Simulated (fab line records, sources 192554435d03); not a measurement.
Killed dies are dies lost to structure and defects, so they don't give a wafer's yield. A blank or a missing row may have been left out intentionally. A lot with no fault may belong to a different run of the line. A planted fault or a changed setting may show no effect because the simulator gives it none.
Which tool was responsible? ; flow n5-finfet ; 10 lots with 29 wafers sampled at 5 steps, on a route of 1938 steps

## WHAT EACH GAUGE READ, for each wafer
N5_BEOL_M4_RC_MEAS_101. Usual: DIBL_N 36.0 mV/V, standard deviation 1.7; DIBL_P 36.0 mV/V, standard deviation 2; IOFF_N 0.156 nA/um, standard deviation 0.028; IOFF_P 0.21 nA/um, standard deviation 0.04; ION_N 673 uA/um, standard deviation 12; ION_P 463 uA/um, standard deviation 8.3; SS_N 71.4 mV/dec, standard deviation 0.6; SS_P 73.3 mV/dec, standard deviation 0.66; VT_N 250 mV, standard deviation 3; VT_P -250 mV, standard deviation 3.8.
lot;measured;on;DIBL_N (mV/V);DIBL_P (mV/V);IOFF_N (nA/um);IOFF_P (nA/um);ION_N (uA/um);ION_P (uA/um);SS_N (mV/dec);SS_P (mV/dec);VT_N (mV);VT_P (mV);flag
L768;day 7 21:32;prober-01;35.2 33.2 33.7;35.4 33.1 34.3;0.146 0.118 0.132;0.20 0.16 0.19;668 661 667;470 461 458;71.2 70.4 71.0;73.2 73.0 72.7;252 254 252;-250 -253 -250;
L769;day 8 05:31;prober-01;33.3 35.7 35.2;32.2 35.4 34.4;0.102 0.135 0.136;0.17 0.20 0.20;653 654 666;460 456 459;70.6 72.1 71.4;72.2 73.7 72.7;256 254 254;-253 -251 -249;
L775;day 9 17:29;prober-01;36.7 38.2 37.4;35.6 37.2 36.1;0.160 0.192 0.167;0.20 0.23 0.21;682 669 680;462 458 463;72.3 71.8 71.4;72.7 73.3 73.8;249 245 247;-252 -249 -249;
L778;day 10 11:10;prober-02;32.3 34.6 34.7;32.4 35.4 35.3;0.112 0.156 0.142;0.19 0.23 0.22;658 682 660;462 467 459;70.2 71.0 71.6;72.7 73.5 73.2;254 250 252;-249 -247 -247;
L779;day 10 20:08;prober-01;39.2 32.8 35.6;38.8 30.8 34.7;0.220 0.107 0.146;0.28 0.16 0.21;699 658 670;477 465 463;72.1 70.5 71.4;74.7 72.3 73.2;243 254 252;-247 -252 -252;
L781;day 11 03:14;prober-01;36.4 34.0 35.7;37.6 35.2 37.5;0.171 0.133 0.155;0.28 0.25 0.28;694 680 688;480 485 480;71.3 70.9 71.4;73.8 73.3 74.7;248 249 248;-240 -243 -244;
L782;day 11 05:07;prober-01;35.5 37.3 37.1;34.7 36.9 37.1;0.141 0.182 0.174;0.20 0.23 0.24;656 684 688;460 472 467;70.8 71.4 71.6;73.3 72.7 73.9;254 249 249;-251 -248 -248;
L783;day 11 14:11;prober-02;36.2 33.9;36.7 34.5;0.174 0.133;0.19 0.16;681 667;458 457;71.3 70.4;73.9 73.4;248 251;-252 -256;
L785;day 12 10:09;prober-02;38.8 37.1 37.9;38.5 36.2 36.2;0.179 0.156 0.163;0.24 0.22 0.22;675 687 672;463 470 460;71.9 71.3 71.2;73.6 72.2 72.9;249 248 251;-250 -248 -249;
L791;day 14 00:35;prober-02;36.8 36.1 36.3;37.8 37.0 36.7;0.184 0.167 0.166;0.23 0.21 0.21;694 684 680;471 464 459;71.0 71.1 71.8;73.2 72.9 73.4;246 248 247;-249 -251 -253;

N5_MIM_BOT_LITHO_CD_MEAS_08: the cd target is 3000 nm. Usual: cd-nm reads 3000.1 nm (standard deviation 1.8).
lot;measured;on;cd-nm (nm);flag
L768;day 11 19:29;cd-sem-01;2998.9 2997.7 2999.3;
L769;day 12 11:02;cd-sem-03;2999.6 3004.0 3000.1;
L775;day 13 17:22;cd-sem-01;2998.9 3002.0 3000.2;
L778;day 14 09:43;cd-sem-03;3001.8 2998.7 3001.6;
L779;day 14 18:18;cd-sem-03;3000.9 2998.3 2999.8;
L781;day 15 02:26;cd-sem-01;2998.8 3000.1 2996.5;
L782;day 15 01:59;cd-sem-01;2999.3 2999.3 3000.1;
L783;day 15 19:49;cd-sem-03;2998.8 2998.8;
L785;day 16 06:04;cd-sem-03;3002.0 3000.1 3000.2;
L791;day 18 01:49;cd-sem-02;2999.0 2999.7 3000.4;

N5_PASSIVATION_CD_MEAS_44: the cd target is 40000 nm. Usual: cd-nm reads 40000 nm (standard deviation 4).
lot;measured;on;cd-nm (nm);flag
L768;day 12 03:25;cd-sem-03;40004 39999 40001;
L769;day 12 19:14;cd-sem-03;39997 39999 39993;
L775;day 13 23:18;cd-sem-02;39997 39996 39997;
L778;day 14 15:52;cd-sem-03;40001 39995 39992;
L779;day 14 23:29;cd-sem-01;40000 40006 40011;
L781;day 15 08:37;cd-sem-03;40000 39997 39999;
L782;day 15 08:10;cd-sem-03;39999 39999 40001;
L783;day 16 03:18;cd-sem-03;40000 40004;
L785;day 16 13:34;cd-sem-03;39995 39993 39998;
L791;day 18 08:47;cd-sem-03;40003 40003 39998;

## TOOL THAT RAN EACH LOT (tool first, then ch and the chambers of the sampled wafers, then the start)
lot;N5_MIM_BOT_ETCH_ETCH_04;N5_PASSIVATION_PECVD_35
L768;rie-diel-01 ch 0,2, day 11 19:39;pecvd-04 ch 2, day 12 02:42
L769;rie-diel-06 ch 0,1,3, day 12 11:16;pecvd-04 ch 0,1, day 12 18:40
L775;rie-diel-03 ch 0,1, day 13 17:31;pecvd-02 ch 0,1, day 13 22:44
L778;rie-diel-06 ch 0,1,2, day 14 10:23;pecvd-03 ch 1,2, day 14 15:26
L779;rie-diel-06 ch 0,1,3, day 14 18:27;pecvd-04 ch 0,1,2, day 14 22:55
L781;rie-diel-06 ch 0,1,2, day 15 02:35;pecvd-02 ch 0,1, day 15 08:04
L782;rie-diel-06 ch 1,2,3, day 15 02:08;pecvd-02 ch 0,1,2, day 15 07:44
L783;rie-diel-01 ch 2,3, day 15 19:58;pecvd-02 ch 1, day 16 02:44
L785;rie-diel-06 ch 0,1,2, day 16 06:24;pecvd-02 ch 0,1,2, day 16 13:01
L791;rie-diel-06 ch 0,1,3, day 18 01:59;pecvd-03 ch 0,1,2, day 18 08:14
- N5_MIM_BOT_ETCH_ETCH_04: etches SiNx in CF4/O2, target depth 26 nm, time 13 s.
- N5_PASSIVATION_PECVD_35: deposits SiNx from SiH4/NH3/N2, target thk 700 nm, time 151.3 s.

## WHAT THE TOOLS THEMSELVES READ (means of the sampled wafers that have a number; where no wafer has one, the mark that the record gives instead)
N5_MIM_BOT_ETCH_ETCH_04. Usual: drypump-motor-current-A 5.7 A, standard deviation 0.43; oes-product-au 0.83 a.u., standard deviation 0.067; rf-vpp-V 240 V, standard deviation 4.1; showerhead-plenum-p-Torr 2.22 Torr, standard deviation 0.056; throttle-valve-pct 15.95 %, standard deviation 0.21.
lot;tool;drypump-motor-current-A (A);oes-product-au (a.u.);rf-vpp-V (V);showerhead-plenum-p-Torr (Torr);throttle-valve-pct (%);flag
L768;rie-diel-01;6.2;0.91;235;2.22;15.81;
L769;rie-diel-06;5.7;0.78;242;2.26;16.11;
L775;rie-diel-03;5.9;0.83;242;2.21;16.06;
L778;rie-diel-06;5.5;0.82;243;2.28;15.93;
L779;rie-diel-06;5.6;0.76;241;2.26;16.15;
L781;rie-diel-06;5.5;0.81;243;2.28;15.94;
L782;rie-diel-06;5.7;0.81;240;2.24;16.08;
L783;rie-diel-01;5.4;0.91;238;2.16;15.82;
L785;rie-diel-06;5.5;0.80;243;2.27;15.96;
L791;rie-diel-06;5.6;0.84;241;2.25;16.04;

N5_PASSIVATION_PECVD_35. Usual: heater-power-w 402 W, standard deviation 100; run-length-s 195.2 s, standard deviation 0.57; showerhead-plenum-p-Torr 8.70 Torr, standard deviation 0.069; showerhead-vpp-V 2336 V, standard deviation 130; throttle-valve-pct 28.6 %, standard deviation 1.1.
lot;tool;heater-power-w (W);run-length-s (s);showerhead-plenum-p-Torr (Torr);showerhead-vpp-V (V);throttle-valve-pct (%);flag
L768;pecvd-04;519;194.4;8.66;2360;26.6;
L769;pecvd-04;283;195.3;8.69;2343;28.9;
L775;pecvd-02;399;195.1;8.71;2322;29.8;
L778;pecvd-03;458;196.0;8.65;2216;28.9;
L779;pecvd-04;381;194.7;8.67;2359;28.2;
L781;pecvd-02;428;195.3;8.72;2277;29.3;
L782;pecvd-02;384;195.1;8.75;2419;28.8;
L783;pecvd-02;414;243.0;8.72;2408;30.1;OFF
L785;pecvd-02;380;227.1;8.76;2445;28.9;OFF
L791;pecvd-03;437;195.9;8.63;2207;28.9;

## THE ANSWER, worked out from the rows above alone
Rule: lot off if the mean of its wafers having a number is beyond 3 standard deviations from the usual mean. A lot without any number at a reading at which 4 lots or more have one is off too. Any other lot the step has rows for is counted as sound. First the gauges in route order, then the tools' own readings, where a lot's mean is used as printed above. The first step at which some lot is off is used, and at that step the reading that is off furthest; a lot without a number counts as furthest.
Off: L783, L785, at N5_PASSIVATION_PECVD_35 (run-length-s).
A tool fits if, at that step or a process step before it, it ran every lot that is off, and no sound lot after the first of them. One fits: pecvd-02 at N5_PASSIVATION_PECVD_35. Its last sound lot is L781 (day 15 08:04), its first lot that is off L783 (day 16 02:44): a fault that began between those two fits.
The tool's own readings at N5_PASSIVATION_PECVD_35 bear it out: on the lots that are off they differ by more than 5 times the standard deviation of the sound lots' means. run-length-s reads 235.1 s there against 195.2 s on the sound lots.

## WHAT WAS PUT IN BY THE SIMULATOR
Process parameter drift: pecvd-02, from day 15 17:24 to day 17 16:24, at N5_PASSIVATION_PECVD_35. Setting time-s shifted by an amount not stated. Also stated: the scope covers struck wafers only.
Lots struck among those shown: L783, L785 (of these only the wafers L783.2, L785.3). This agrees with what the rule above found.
